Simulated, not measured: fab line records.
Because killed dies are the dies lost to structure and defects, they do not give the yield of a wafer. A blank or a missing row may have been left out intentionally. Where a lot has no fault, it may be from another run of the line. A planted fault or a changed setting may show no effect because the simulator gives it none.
Which tool did it? + flow n5 finfet + 12 lots with 36 wafers sampled at 3 steps, on a route of 1938 steps

WHAT EACH GAUGE READ, for each wafer
N5_BEOL_M15_RS_MEAS_54: the measuring method here is four-point-probe. Usual: M15_RS gives 0.0217 ohm/sq (standard deviation 0.00048).
| lot  | measured     | on            | M15_RS (ohm/sq)      | flag |
|------|--------------|---------------|----------------------|------|
| L427 | day 12 06:28 | film metro-02 | 0.0218 0.0216 0.0216 |      |
| L429 | day 12 06:47 | film metro-02 | 0.0217 0.0218 0.0212 |      |
| L430 | day 12 10:22 | film metro-02 | 0.0220 0.0217 0.0223 |      |
| L434 | day 13 15:28 | film metro-02 | 0.0222 0.0213 0.0213 |      |
| L435 | day 14 03:24 | film metro-02 | 0.0218 0.0212 0.0215 |      |
| L436 | day 14 11:26 | film metro-01 | 0.0218 0.0211 0.0216 |      |
| L439 | day 15 01:49 | film metro-02 | 0.0220 0.0222 0.0217 |      |
| L440 | day 15 08:44 | film metro-01 | 0.0221 0.0219 0.0218 |      |
| L442 | day 15 20:07 | film metro-01 | 0.0216 0.0214 0.0216 |      |
| L441 | day 16 20:12 | film metro-01 | 0.0218 0.0221 0.0213 |      |
| L447 | day 17 07:04 | film metro-02 | 0.0218 0.0212 0.0209 |      |
| L450 | day 18 16:34 | film metro-01 | 0.0213 0.0216 0.0222 |      |

N5_MIM_TOP_LITHO_OVL_MEAS_11. Usual: MIM_TOP_OVL gives -1 nm (standard deviation 5.7).
| lot  | measured     | on         | MIM_TOP_OVL (nm) | flag |
|------|--------------|------------|------------------|------|
| L427 | day 12 11:59 | overlay-02 | -9 -7 -5         |      |
| L429 | day 12 12:11 | overlay-02 | 0 -4 3           |      |
| L430 | day 12 13:04 | overlay-01 | 5 -3 5           |      |
| L434 | day 13 19:23 | overlay-01 | 4 -7 -1          |      |
| L435 | day 14 07:22 | overlay-02 | -3 4 5           |      |
| L436 | day 14 14:38 | overlay-01 | 6 -7 8           |      |
| L439 | day 15 06:19 | overlay-01 | 2 8 2            |      |
| L440 | day 15 12:12 | overlay-01 | 2 1 -1           |      |
| L442 | day 16 00:39 | overlay-02 | -7 4 -9          |      |
| L441 | day 17 00:56 | overlay-01 | -1 -5 -1         |      |
| L447 | day 17 10:51 | overlay-01 | 4 5 -2           |      |
| L450 | day 18 20:48 | overlay-01 | 0 15 9           |      |

N5_MIM_BOT_LITHO_OVL_MEAS_11. Usual: MIM_BOT_OVL gives -4 nm (standard deviation 5.1).
| lot  | measured     | on         | MIM_BOT_OVL (nm) | flag |
|------|--------------|------------|------------------|------|
| L427 | day 12 12:44 | overlay-01 | -3 -8 0          |      |
| L429 | day 12 13:03 | overlay-01 | 2 -1 3           |      |
| L430 | day 12 13:57 | overlay-02 | 6 -4 2           |      |
| L434 | day 13 20:27 | overlay-01 | -2 -3 -8         |      |
| L435 | day 14 08:11 | overlay-01 | -5 -1 -6         |      |
| L436 | day 14 15:28 | overlay-02 | -9 2 -11         |      |
| L439 | day 15 07:10 | overlay-01 | 11 0 6           |      |
| L440 | day 15 13:08 | overlay-01 | -10 -10 -4       |      |
| L442 | day 16 01:31 | overlay-01 | 0 3 -5           |      |
| L441 | day 17 02:01 | overlay-02 | -6 -7 -9         |      |
| L447 | day 17 11:47 | overlay-02 | -3 -5 -7         |      |
| L450 | day 18 21:40 | overlay-01 | 2 3 -4           |      |

EACH LOT AND THE TOOL THAT RAN IT (in order: tool; ch and the chambers of the sampled wafers; start)
There is no process step in the record ahead of these readings.

WHAT THE TOOLS THEMSELVES READ (means of the sampled wafers that have a number; where no wafer has one, the mark that the record gives instead)
The record holds no such reading with a usual standard deviation.

THE ANSWER, worked out from the rows above alone
Rule: a lot counts as off when the mean over its wafers that have a number is more than 3 standard deviations away from the usual mean. Also off: a lot with no number at a reading for which 4 or more lots have one. All remaining lots with rows at the step are treated as sound. After the gauges, taken in route order, come the tools' own readings; for these a lot's mean is taken, as printed above. At the first step where some lot is off, the reading lying furthest off is the one used; lots without a number count as furthest.
None of the lots is off at any reading shown; this tells nothing.

WHAT HAD BEEN PUT IN BY THE SIMULATOR
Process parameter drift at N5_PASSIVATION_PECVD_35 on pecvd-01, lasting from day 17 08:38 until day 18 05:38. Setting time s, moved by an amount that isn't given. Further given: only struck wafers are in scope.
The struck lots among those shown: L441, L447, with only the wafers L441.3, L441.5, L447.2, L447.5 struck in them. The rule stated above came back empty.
